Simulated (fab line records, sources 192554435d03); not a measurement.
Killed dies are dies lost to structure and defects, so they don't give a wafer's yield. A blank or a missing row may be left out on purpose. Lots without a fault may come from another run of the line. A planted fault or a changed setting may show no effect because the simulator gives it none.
fab line records | flow n5_finfet
record lots=11 wafers=32 last_day=19
route steps=1938 shown SDB@369 HKMG_FIN@395 PASSIVATION@1936
lots that met no fault: from a run of the same line without faults
start_h: hours from the record's first day to the start of the lot's first wafer shown | wait_h: hours since the lot's step before | " the same as in the row above | L1.1+2: a row that stands for several wafers | - no value, or no start given | * or withheld: withheld | < > ~ a bound
route shown NAME@n: a module of which the file shows steps, and the number in the route of the first | usual: mean/standard deviation of fault-free wafers | same: alike in all rows | chamber/n: place in a boat | sites: the reading at each site | _std_site: their standard deviation | _edge_site: outer sites' mean less inner sites' | radius_mm: how far each site lies from the wafer's centre | mask NAME#n: copy n | behind: the tool/chamber that last shaped the wafer | hold: why the lot was held/for how many hours/how that ended | device: the transistor (n, p or np) that didn't switch | end of line: the same wafers' tests at the end of the route | a step without rows: its recipe alone | killed: dies lost to structure and defects at the first sort, not the wafer's yield | map: a wafer's dies, x killed, . not, _ none there
set.NAME: the setting as run; set.NAME@STEP: as run at that earlier step | model.NAME: the simulator's own value behind a step, which no gauge read
steps of the route over a sample of lots; a table a step, a row a wafer
services: from which hour (start_h, from the record's first day; less than 0 if before it) a tool's chamber was out of use, for how many hours, and why
## steps
# step N5_SDB_CUT_ETCH_26
# recipe chemistry=HBr/Cl2/O2 target=Si target_depth_a=1296 bt_time_s=20 mask_material=SiNx time_s=51.8 ion_energy_ev=* bias_w=* pressure_mtorr=10 icp_w=800 HBr_flow_sccm=150 Cl2_flow_sccm=80 O2_flow_sccm=12
# usual O2_flow_sccm=12.00/0.036 drypump_motor_current_A=5.6/0.48 oes_product_au=1.000/0.018 throttle_valve_pct=37.2/0.37
# columns lot.wafer tool chamber start_h wait_h O2_flow_sccm drypump_motor_current_A oes_product_au rf_hours_counter_h throttle_valve_pct
L168.2 rie_si-01 2 73.78 0.1 12.01 5.5 0.985 116 37.2
L168.4 " 0 " " 11.95 6.1 0.976 8 36.7
L168.6 " 3 " " 12.08 5.8 1.029 - 37.5
L171.2 rie_si-04 3 96.38 0.1 12.03 5.4 0.990 56 37.4
L171.4 " 1 " " 12.00 5.9 1.001 19 37.7
L171.6 " 3 " " 11.98 5.4 0.987 - 37.3
L172.2 rie_si-01 3 102.23 0.1 11.97 5.8 1.029 155 37.5
L172.3 " 1 " " 12.06 5.5 1.037 141 37.6
L172.5 " 0 " " 11.95 6.1 0.971 - 36.7
L173.1 rie_si-01 0 105.71 0.1 11.99 6.1 0.980 9 36.7
L173.3 " 2 " " 11.97 5.5 0.980 116 37.2
L173.5 " 1 " " 11.95 5.5 1.027 - 37.6
L175.4 rie_si-01 0 114.49 0.1 12.01 6.1 0.972 9 36.7
L175.5 " 1 " " 11.99 5.5 1.022 - 37.6
L184.2 rie_si-05 1 169.99 0.1 12.03 6.4 0.985 108 36.4
L184.5 " 3 " " 11.94 5.6 0.990 - 37.1
L184.6 " 2 " " 12.03 5.3 1.006 - 37.5
L185.3 rie_si-05 0 172.47 0.1 11.99 6.3 0.989 10 36.8
L185.5 " 0 " " 11.99 6.3 1.002 - 36.8
L185.6 " 3 " " 12.03 5.6 0.994 - 37.1
L187.3 rie_si-04 0 185.98 0.1 12.03 4.7 1.010 15 36.9
L187.5 " 0 " " 11.96 4.7 1.006 - 36.9
L187.6 " 3 " " 11.98 5.4 0.991 - 37.3
L188.2 rie_si-05 2 194.74 0.1 12.00 5.3 1.010 7 37.5
L188.5 " 1 " " 12.05 6.3 0.981 - 36.4
L188.6 " 0 " " 11.99 6.3 1.002 - 36.8
L189.1 rie_si-04 1 199.77 0.1 11.97 5.9 1.008 21 37.7
L189.2 " 2 " " 12.07 4.9 1.005 82 37.0
L189.5 " 0 " " 12.02 4.7 1.004 - 36.9
L190.3 rie_si-01 3 207.55 0.1 11.97 5.8 1.027 157 37.5
L190.4 " 0 " " 11.99 6.1 0.977 11 36.8
L190.5 " 2 " " 11.94 5.5 0.985 - 37.2
# step N5_HKMG_FIN_EXPOSE_46
# recipe mask_id=NDIPOLE na=1.35 source_shape=conventional sigma_outer=0.8 polarization=unpolarized dose_mj=40
# columns lot.wafer tool chamber start_h wait_h mask
L168.2+4+6 arfi_scanner-01 0 78.79 - NDIPOLE#0
L171.2+4+6 arfi_scanner-01 0 101.18 - NDIPOLE#0
L172.2+3+5 arfi_scanner-01 0 107.01 - NDIPOLE#0
L173.1+3+5 arfi_scanner-01 0 110.36 - NDIPOLE#0
L175.4+5 arfi_scanner-01 0 119.24 - NDIPOLE#0
L184.2+5+6 arfi_scanner-03 0 174.59 - NDIPOLE#0
L185.3+5+6 arfi_scanner-02 0 177.13 - NDIPOLE#0
L187.3+5+6 arfi_scanner-03 0 191.15 - NDIPOLE#0
L188.2+5+6 arfi_scanner-02 0 199.43 - NDIPOLE#0
L189.1+2+5 arfi_scanner-02 0 204.61 - NDIPOLE#0
L190.3+4+5 arfi_scanner-01 0 212.26 - NDIPOLE#0
# step N5_HKMG_FIN_CD_MEAS_49
# recipe target_cd_nm=202 landing_energy_ev=500 detector=se_inlens polarity=opening
# usual cd_nm=202.2/0.66
# columns lot.wafer tool chamber start_h wait_h cd_nm
L168.2 cd_sem-03 0 78.91 - 202.4
L168.4 " 0 " " 202.2
L168.6 " 0 " " 201.9
L171.2 cd_sem-01 0 101.30 - 202.1
L171.4 " 0 " " 202.3
L171.6 " 0 " " 203.0
L172.2 cd_sem-02 0 107.13 - 203.3
L172.3 " 0 " " 201.8
L172.5 " 0 " " 202.9
L173.1 cd_sem-03 0 110.49 - 203.0
L173.3 " 0 " " 201.4
L173.5 " 0 " " 202.3
L175.4 cd_sem-03 0 119.35 - 212.9
L175.5 " 0 " " 200.4
L184.2 cd_sem-03 0 174.71 - 202.5
L184.5 " 0 " " 202.9
L184.6 " 0 " " 201.7
L185.3 cd_sem-03 0 177.25 - 202.5
L185.5 " 0 " " 201.8
L185.6 " 0 " " 202.3
L187.3 cd_sem-01 0 191.26 - 201.7
L187.5 " 0 " " 201.9
L187.6 " 0 " " 202.4
L188.2 cd_sem-01 0 199.55 - 202.4
L188.5 " 0 " " 201.5
L188.6 " 0 " " 202.3
L189.1 cd_sem-03 0 204.73 - 202.3
L189.2 " 0 " " 202.3
L189.5 " 0 " " 201.0
L190.3 cd_sem-03 0 212.38 - 201.4
L190.4 " 0 " " 201.6
L190.5 " 0 " " 200.9
# step N5_HKMG_FIN_ETCH_55
# recipe chemistry=N2/H2 target=SOC target_depth_a=2400 temp_c=40 time_s=300 ion_energy_ev=200 mask_material=SiARC pressure_mtorr=30 source_w=840 bias_w=150 n2_flow_sccm=200 h2_flow_sccm=200
# usual drypump_motor_current_A=5.5/0.39 oes_product_au=0.76/0.055 rf_vpp_V=523.7/2.6 showerhead_plenum_p_Torr=2.54/0.087 temp_c=40.00/0.12 throttle_valve_pct=17.99/0.23
# columns lot.wafer tool chamber start_h wait_h drypump_motor_current_A oes_product_au rf_hours_counter_h rf_vpp_V showerhead_plenum_p_Torr temp_c throttle_valve_pct
L168.2 rie_diel-06 2 79.09 0.0 5.1 0.73 164 527.7 2.64 39.93 17.83
L168.4 " 3 " " 5.9 0.78 131 520.4 2.46 39.96 18.03
L168.6 " 0 " " 5.2 0.73 - 527.4 2.63 40.16 18.03
L171.2 rie_diel-02 2 101.66 0.0 5.3 0.73 179 520.0 2.41 39.78 18.24
L171.4 " 1 " " 5.2 0.77 119 525.1 2.56 40.03 17.80
L171.6 " 3 " " 5.1 0.76 - 527.2 2.66 39.93 18.37
L172.2 rie_diel-06 2 107.31 0.0 5.1 0.73 173 525.9 2.63 39.96 17.86
L172.3 " 3 " " 5.9 0.78 140 520.9 2.46 40.32 18.04
L172.5 " 1 " " 5.2 0.71 - 522.5 2.50 40.21 17.95
L173.1 rie_diel-01 0 110.99 0.0 5.7 0.86 50 522.8 2.59 39.97 17.87
L173.3 " 3 " " 5.7 0.78 164 522.5 2.53 40.20 17.98
L173.5 " 1 " " 5.8 0.99 - 524.3 2.59 39.98 17.53
L175.4 rie_diel-02 2 119.52 0.0 5.3 0.74 184 520.4 2.41 40.30 18.26
L175.5 " 1 " " 5.2 0.77 - 524.1 2.56 40.08 17.81
L184.2 rie_diel-02 3 174.88 0.0 5.1 0.74 180 527.2 2.65 40.09 18.41
L184.5 " 1 " " 5.2 0.75 - 524.6 2.55 40.00 17.84
L184.6 " 0 " " 6.1 0.77 - 521.5 2.44 40.08 17.77
L185.3 rie_diel-02 0 177.66 0.0 6.2 0.76 155 521.5 2.43 39.85 17.77
L185.5 " 1 " " 5.2 0.76 - 525.6 2.55 39.89 17.84
L185.6 " 3 " " 5.1 0.73 - 525.9 2.65 40.29 18.42
L187.3 rie_diel-02 2 191.44 0.0 5.3 0.71 206 519.9 2.40 40.07 18.27
L187.5 " 3 " " 5.1 0.74 - 527.2 2.65 40.01 18.43
L187.6 " 2 " " 5.3 0.72 - 520.2 2.40 40.13 18.27
L188.2 rie_diel-06 3 199.73 0.0 5.9 0.74 177 519.3 2.44 39.84 18.11
L188.5 " 2 " " 5.1 0.70 - 526.5 2.62 39.73 17.93
L188.6 " 0 " " 5.2 0.70 - 526.4 2.61 39.99 18.09
L189.1 rie_diel-01 2 204.91 0.0 5.7 0.79 107 523.3 2.56 40.04 18.07
L189.2 " 1 " " 5.7 0.89 35 524.4 2.57 40.14 17.58
L189.5 " 1 " " 5.7 0.89 - 525.3 2.57 39.98 17.57
L190.3 rie_diel-02 2 212.56 0.0 5.3 0.71 210 521.6 2.40 40.02 18.30
L190.4 " 0 " " 6.2 0.75 167 521.0 2.43 39.75 17.78
L190.5 " 1 " " 5.3 0.74 - 522.6 2.55 40.13 17.87
# step N5_HKMG_FIN_STRIP_57
# recipe chemistry=CF4 resist=SiARC power_w=300 bias_power_w=75 pressure_mtorr=50 cf4_flow_sccm=150 rf_frequency_hz=6e+07
# usual drypump_motor_current_A=5.5/0.39 oes_product_au=0.75/0.051 rf_vpp_V=271.0/1.6 showerhead_plenum_p_Torr=1.79/0.053 throttle_valve_pct=13.74/0.2
# columns lot.wafer tool chamber start_h wait_h drypump_motor_current_A oes_product_au rf_hours_counter_h rf_vpp_V showerhead_plenum_p_Torr throttle_valve_pct
L168.2 rie_diel-06 2 79.28 0.0 5.1 0.72 164 273.0 1.85 13.63
L168.4 " 3 " " 5.9 0.78 131 267.8 1.74 13.65
L168.6 " 0 " " 5.2 0.75 - 272.4 1.87 13.91
L171.2 rie_diel-02 2 101.85 0.0 5.3 0.72 179 270.3 1.73 14.06
L171.4 " 1 " " 5.2 0.77 119 270.5 1.81 13.58
L171.6 " 3 " " 5.1 0.76 - 273.5 1.86 13.88
L172.2 rie_diel-06 2 107.50 0.0 5.1 0.71 173 272.7 1.85 13.65
L172.3 " 3 " " 5.9 0.77 140 269.8 1.74 13.68
L172.5 " 1 " " 5.2 0.70 - 271.4 1.77 13.82
L173.1 rie_diel-01 0 111.18 0.0 5.8 0.85 50 270.9 1.80 13.47
L173.3 " 3 " " 5.7 0.74 164 271.4 1.79 13.78
L173.5 " 1 " " 5.7 0.95 - 271.3 1.84 13.39
L175.4 rie_diel-02 2 119.71 0.0 5.3 0.72 184 268.9 1.73 14.09
L175.5 " 1 " " 5.2 0.77 - 271.1 1.81 13.60
L184.2 rie_diel-02 3 175.07 0.0 5.1 0.73 180 272.3 1.85 13.93
L184.5 " 1 " " 5.2 0.76 - 269.9 1.81 13.63
L184.6 " 0 " " 6.1 0.76 - 269.5 1.72 13.53
L185.3 rie_diel-02 0 177.85 0.0 6.1 0.76 155 268.1 1.72 13.53
L185.5 " 1 " " 5.2 0.75 - 271.4 1.81 13.64
L185.6 " 3 " " 5.1 0.74 - 272.1 1.85 13.95
L187.3 rie_diel-02 2 191.63 0.0 5.3 0.70 206 269.8 1.72 14.13
L187.5 " 3 " " 5.1 0.73 - 272.1 1.85 13.94
L187.6 " 2 " " 5.3 0.70 - 268.8 1.72 14.14
L188.2 rie_diel-06 3 199.92 0.0 5.9 0.74 177 269.0 1.73 13.77
L188.5 " 2 " " 5.1 0.69 - 272.5 1.84 13.75
L188.6 " 0 " " 5.2 0.71 - 271.8 1.85 14.03
L189.1 rie_diel-01 2 205.10 0.0 5.7 0.77 107 271.8 1.81 13.70
L189.2 " 1 " " 5.7 0.88 35 272.3 1.83 13.48
L189.5 " 1 " " 5.7 0.88 - 271.4 1.83 13.47
L190.3 rie_diel-02 2 212.75 0.0 5.3 0.70 210 269.6 1.72 14.15
L190.4 " 0 " " 6.2 0.75 167 269.1 1.72 13.57
L190.5 " 1 " " 5.2 0.75 - 270.9 1.80 13.66
# step N5_PASSIVATION_PROBE_49
# usual killed_at_M0_to_M3=35/12 killed_at_M4_up=13/5.8 killed_at_contacts=12/5.5 killed_at_front_end=36/9.9 killed_at_other=4/3.7 killed_dies=101/18 killed_open=66/13 killed_short=33/8
# same gross_dies=1180 killed_at_back_side=0
# columns lot.wafer tool chamber start_h wait_h killed_at_M0_to_M3 killed_at_M4_up killed_at_contacts killed_at_front_end killed_at_other killed_dies killed_open killed_short
L168.2 prober-01 - 299.99 0.1 40 23 23 55 5 146 93 53
L168.4 prober-01 - 300.09 0.2 44 17 8 52 2 123 83 38
L168.6 prober-01 - 300.19 0.3 47 19 13 46 1 126 83 41
L171.2 prober-02 - 308.15 0.1 26 8 7 32 2 75 45 29
L171.4 prober-02 - 308.25 0.2 34 12 7 41 1 95 53 41
L171.6 prober-02 - 308.35 0.3 29 15 14 36 5 99 61 36
L173.1 prober-02 - 325.76 0.0 20 17 7 48 5 97 73 17
L173.3 prober-02 - 325.86 0.1 19 10 7 50 10 96 73 19
L173.5 prober-02 - 325.96 0.2 29 10 5 58 3 105 69 27
L172.2 prober-01 - 330.95 0.1 40 9 22 40 11 122 80 42
L172.3 prober-01 - 331.00 0.1 27 11 17 32 3 90 60 29
L172.5 prober-01 - 331.10 0.2 49 16 8 42 2 117 63 48
L184.2 prober-01 - 380.66 0.1 52 11 11 41 6 121 79 40
L184.5 prober-01 - 380.81 0.2 50 17 18 27 7 119 85 33
L184.6 prober-01 - 380.86 0.3 60 17 34 26 8 145 88 53
L185.3 prober-02 - 393.72 0.1 22 11 7 25 9 74 52 20
L185.5 prober-02 - 393.82 0.2 31 12 8 27 4 82 57 23
L185.6 prober-02 - 393.87 0.3 24 18 8 36 1 87 50 33
L188.2 prober-01 - 417.78 0.1 24 11 5 25 7 72 54 18
L188.5 prober-01 - 417.93 0.2 29 17 8 22 1 77 55 21
L188.6 prober-01 - 417.98 0.3 48 17 7 37 6 115 78 31
L187.3 prober-02 - 429.58 0.1 25 12 8 32 1 78 43 32
L187.5 prober-02 - 429.68 0.2 20 7 10 36 7 80 52 26
L187.6 prober-02 - 429.73 0.3 38 13 11 39 1 102 67 34
# killed by level:class
L168.2 MOL_CONTACT_COAG:geometric_particle:open=20 FIN_SAQP:geometric_particle:short=19 BEOL_M4:geometric_particle:open=14 FIN_SAQP:geometric_particle:open=13 BEOL_M3:geometric_particle:open=9 STI_FIN_REVEAL:geometric_particle:open=6 BEOL_M5:geometric_particle:open=6 BEOL_M0_SAQP:geometric_particle:open=6
L168.4 FIN_SAQP:geometric_particle:open=11 STI_FIN_REVEAL:geometric_particle:open=11 FIN_SAQP:geometric_particle:short=10 BEOL_M3:geometric_particle:open=9 DUMMY_GATE:geometric_particle:open=8 BEOL_M1:geometric_particle:open=8 BEOL_M3:geometric_particle:short=7 BEOL_M4:geometric_particle:open=7
L168.6 FIN_SAQP:geometric_particle:open=18 BEOL_M0_SAQP:geometric_particle:open=12 FIN_SAQP:geometric_particle:short=11 MOL_CONTACT_COAG:geometric_particle:open=7 BEOL_M2:geometric_particle:open=7 MOL_CONTACT_COAG:geometric_particle:short=6 BEOL_M1:geometric_particle:open=6 BEOL_M0_SAQP:geometric_particle:short=5
L171.2 GATE_CUT:geometric_particle:short=7 BEOL_M0_SAQP:geometric_particle:open=7 BEOL_M0_SAQP:geometric_particle:short=6 STARTING-WAFER:geometric_particle:short=6 STI_FIN_REVEAL:geometric_particle:open=4 MOL_CONTACT_COAG:geometric_particle:open=4 BEOL_M2:geometric_particle:open=4 BEOL_M3:geometric_particle:open=4
L171.4 FIN_SAQP:geometric_particle:short=11 BEOL_M3:geometric_particle:open=9 BEOL_M0_SAQP:geometric_particle:open=7 STARTING-WAFER:geometric_particle:short=6 BEOL_M0_SAQP:geometric_particle:short=5 FIN_SAQP:geometric_particle:open=4 MOL_CONTACT_COAG:geometric_particle:open=4 BEOL_M2:geometric_particle:open=4
L171.6 MOL_CONTACT_COAG:geometric_particle:open=11 GATE_CUT:geometric_particle:short=9 BEOL_M0_SAQP:geometric_particle:short=8 FIN_SAQP:geometric_particle:open=7 FIN_SAQP:geometric_particle:short=6 STI_FIN_REVEAL:geometric_particle:open=6 BEOL_M2:geometric_particle:open=6 BEOL_M1:geometric_particle:open=4
L173.1 STI_FIN_REVEAL:geometric_particle:open=19 BEOL_M3:geometric_particle:open=10 BEOL_M4:geometric_particle:open=8 HKMG_FIN:area_etch=7 MOL_CONTACT_COAG:geometric_particle:open=6 DUMMY_GATE:geometric_particle:open=5 FIN_SAQP:geometric_particle:open=4 PASS1_DEP:geometric_particle:open=4
L173.3 STI_FIN_REVEAL:geometric_particle:open=19 DUMMY_GATE:geometric_particle:open=8 BEOL_M0_SAQP:geometric_particle:open=8 MOL_CONTACT_COAG:geometric_particle:open=7 FIN_SAQP:geometric_particle:open=6 BEOL_M3:geometric_particle:open=4 BEOL_M4:geometric_particle:open=4 ILD0:geometric_particle:open=3
L173.5 STI_FIN_REVEAL:geometric_particle:open=16 BEOL_M3:geometric_particle:open=14 HKMG_FIN:area_etch=9 FIN_SAQP:geometric_particle:short=6 BEOL_M0_SAQP:geometric_particle:open=6 FIN_SAQP:geometric_particle:open=5 MOL_CONTACT_COAG:geometric_particle:open=5 DUMMY_GATE:geometric_particle:open=4
L172.2 MOL_CONTACT_COAG:geometric_particle:open=17 BEOL_M0_SAQP:geometric_particle:short=10 BEOL_M2:geometric_particle:open=10 FIN_SAQP:geometric_particle:open=8 FIN_SAQP:geometric_particle:short=8 BEOL_M0_SAQP:geometric_particle:open=7 DUMMY_GATE:geometric_particle:open=6 STI_FIN_REVEAL:geometric_particle:open=6
L172.3 MOL_CONTACT_COAG:geometric_particle:open=14 BEOL_M0_SAQP:geometric_particle:open=9 BEOL_M0_SAQP:geometric_particle:short=8 FIN_SAQP:geometric_particle:short=7 STI_FIN_REVEAL:geometric_particle:open=6 BEOL_M4:geometric_particle:open=5 BEOL_M3:geometric_particle:open=5 FIN_SAQP:geometric_particle:open=4
L172.5 BEOL_M0_SAQP:geometric_particle:short=18 BEOL_M0_SAQP:geometric_particle:open=12 FIN_SAQP:geometric_particle:open=8 BEOL_M4:geometric_particle:open=7 FIN_SAQP:geometric_particle:short=6 BEOL_M3:geometric_particle:open=6 BEOL_M3:geometric_particle:short=6 HKMG_FIN:area_etch=6
L184.2 BEOL_M3:geometric_particle:open=12 STI_FIN_REVEAL:geometric_particle:open=10 BEOL_M0_SAQP:geometric_particle:open=10 DUMMY_GATE:geometric_particle:open=9 MOL_CONTACT_COAG:geometric_particle:open=8 BEOL_M0_SAQP:geometric_particle:short=8 BEOL_M8:geometric_particle:open=7 BEOL_M2:geometric_particle:open=7
L184.5 MOL_CONTACT_COAG:geometric_particle:open=16 BEOL_M2:geometric_particle:open=13 BEOL_M0_SAQP:geometric_particle:open=12 FIN_SAQP:geometric_particle:open=8 BEOL_M4:geometric_particle:open=8 BEOL_M3:geometric_particle:open=7 BEOL_M1:geometric_particle:short=5 BEOL_M0_SAQP:geometric_particle:short=4
L184.6 MOL_CONTACT_COAG:geometric_particle:open=26 BEOL_M1:geometric_particle:short=14 BEOL_M2:geometric_particle:open=10 GATE_CUT:geometric_particle:short=10 BEOL_M0_SAQP:geometric_particle:open=9 BEOL_M4:geometric_particle:open=9 MOL_CONTACT_COAG:geometric_particle:short=7 BEOL_M0_SAQP:geometric_particle:short=7
L185.3 BEOL_M0_SAQP:geometric_particle:open=9 MOL_CONTACT_COAG:geometric_particle:open=7 MIM_TOP:geometric_particle:open=6 STI_FIN_REVEAL:geometric_particle:open=4 GATE_CUT:geometric_particle:open=4 BEOL_M0_SAQP:geometric_particle:short=4 FIN_SAQP:geometric_particle:open=3 GATE_CUT:geometric_particle:short=3
L185.5 STI_FIN_REVEAL:geometric_particle:open=10 BEOL_M4:geometric_particle:open=8 BEOL_M1:geometric_particle:open=7 BEOL_M2:geometric_particle:open=7 MOL_CONTACT_COAG:geometric_particle:open=6 BEOL_M0_SAQP:geometric_particle:open=6 BEOL_M0_SAQP:geometric_particle:short=3 BEOL_M3:geometric_particle:open=3
L185.6 BEOL_M4:geometric_particle:open=10 BEOL_M0_SAQP:geometric_particle:short=8 BEOL_M3:geometric_particle:open=8 MOL_CONTACT_COAG:geometric_particle:open=7 FIN_SAQP:geometric_particle:short=6 FIN_SAQP:geometric_particle:open=6 BEOL_M0_SAQP:geometric_particle:open=5 STI_FIN_REVEAL:geometric_particle:open=4
L188.2 BEOL_M0:geometric_particle:open=7 BEOL_M4:geometric_particle:open=7 FIN_SAQP:geometric_particle:open=6 STI_FIN_REVEAL:geometric_particle:open=5 BEOL_M0_SAQP:geometric_particle:short=4 BEOL_M1:geometric_particle:open=4 PASS1_CAP:geometric_particle:short=4 STARTING-WAFER:geometric_particle:open=4
L188.5 BEOL_M1:geometric_particle:open=10 BEOL_M3:geometric_particle:open=7 FIN_SAQP:geometric_particle:open=5 MOL_CONTACT_COAG:geometric_particle:open=5 FIN_SAQP:geometric_particle:short=4 BEOL_M4:geometric_particle:open=4 STARTING-WAFER:geometric_particle:open=4 STI_FIN_REVEAL:geometric_particle:open=3
L188.6 FIN_SAQP:geometric_particle:open=13 BEOL_M0_SAQP:geometric_particle:short=13 BEOL_M1:geometric_particle:open=12 BEOL_M4:geometric_particle:open=12 BEOL_M3:geometric_particle:open=7 MOL_CONTACT_COAG:geometric_particle:open=6 BEOL_M0_SAQP:geometric_particle:open=6 FIN_SAQP:geometric_particle:short=5
L187.3 MOL_CONTACT_COAG:geometric_particle:open=8 STI_FIN_REVEAL:geometric_particle:open=6 FIN_SAQP:geometric_particle:short=5 BEOL_M0_SAQP:geometric_particle:short=5 BEOL_M0_SAQP:geometric_particle:open=5 FIN_SAQP:geometric_particle:open=4 STI_FIN_REVEAL:geometric_particle:short=3 ILD0:geometric_particle:short=3
L187.5 FIN_SAQP:geometric_particle:open=14 BEOL_M0_SAQP:geometric_particle:open=8 MOL_CONTACT_COAG:geometric_particle:open=7 STARTING-WAFER:geometric_particle:open=6 BEOL_M0_SAQP:geometric_particle:short=5 FIN_SAQP:geometric_particle:short=4 STI_FIN_REVEAL:geometric_particle:open=4 MOL_CONTACT_COAG:geometric_particle:short=3
L187.6 BEOL_M0_SAQP:geometric_particle:short=16 STI_FIN_REVEAL:geometric_particle:open=10 FIN_SAQP:geometric_particle:open=9 BEOL_M0_SAQP:geometric_particle:open=9 FIN_SAQP:geometric_particle:short=8 MOL_CONTACT_COAG:geometric_particle:open=8 BEOL_M4:geometric_particle:open=6 DUMMY_GATE:geometric_particle:open=4
## services
# columns tool chamber start_h hours kind
arfi_scanner-01 - 59.28 8.5 repair
arfi_scanner-02 - 60.74 2.5 repair
arfi_scanner-02 - 64.22 1.3 pm
arfi_scanner-01 - 73.31 3.9 repair
rie_diel-01 2 84.59 4.7 repair
rie_si-01 3 91.94 6.1 repair
rie_diel-02 0 92.12 4.1 repair
rie_diel-06 3 93.50 2.2 repair
arfi_scanner-02 - 97.32 1.0 pm
arfi_scanner-02 - 100.76 0.8 pm
arfi_scanner-02 - 103.01 4.5 repair
arfi_scanner-02 - 109.44 3.9 pm
arfi_scanner-02 - 114.53 0.2 repair
arfi_scanner-02 - 115.28 4.9 pm
arfi_scanner-01 - 119.36 1.0 pm
arfi_scanner-02 - 120.76 2.9 repair
arfi_scanner-01 - 123.54 1.3 pm
rie_diel-02 2 173.19 5.9 repair
rie_diel-06 1 176.21 35.1 repair
rie_si-01 1 178.58 13.7 repair
rie_diel-02 - 182.74 0.5 repair
rie_si-01 2 189.49 8.7 repair
arfi_scanner-01 - 190.18 0.8 pm
rie_diel-02 2 192.53 6.0 repair
## key
first_sign step=N5_HKMG_FIN_CD_MEAS_49 reading=cd_nm direction=up sigmas=16 usual=202.2 struck=212.9
effect none on later readings
met_at N5_HKMG_FIN_EXPOSE_46
struck_lots L175
struck_wafers L175.4
tester_left_out L175
not_acting_at N5_SDB_CUT_ETCH_26,N5_HKMG_FIN_ETCH_55,N5_HKMG_FIN_STRIP_57
onset_between 110.36 119.24
fault kind=process_parameter_drift tool=arfi_scanner-01 chamber=- onset_h=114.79 steps=N5_HKMG_FIN_EXPOSE_46 channel=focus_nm offset=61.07 shape=step end_h=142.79 scope=struck_wafers_only
# tester_left_out: of these lots the tester's yield and bins aren't shown, on N5 and GAA mostly nor the transistor test; their killed dies are dies lost to structure and defects alone, not to doping, threshold or leakage, so they don't give the yield
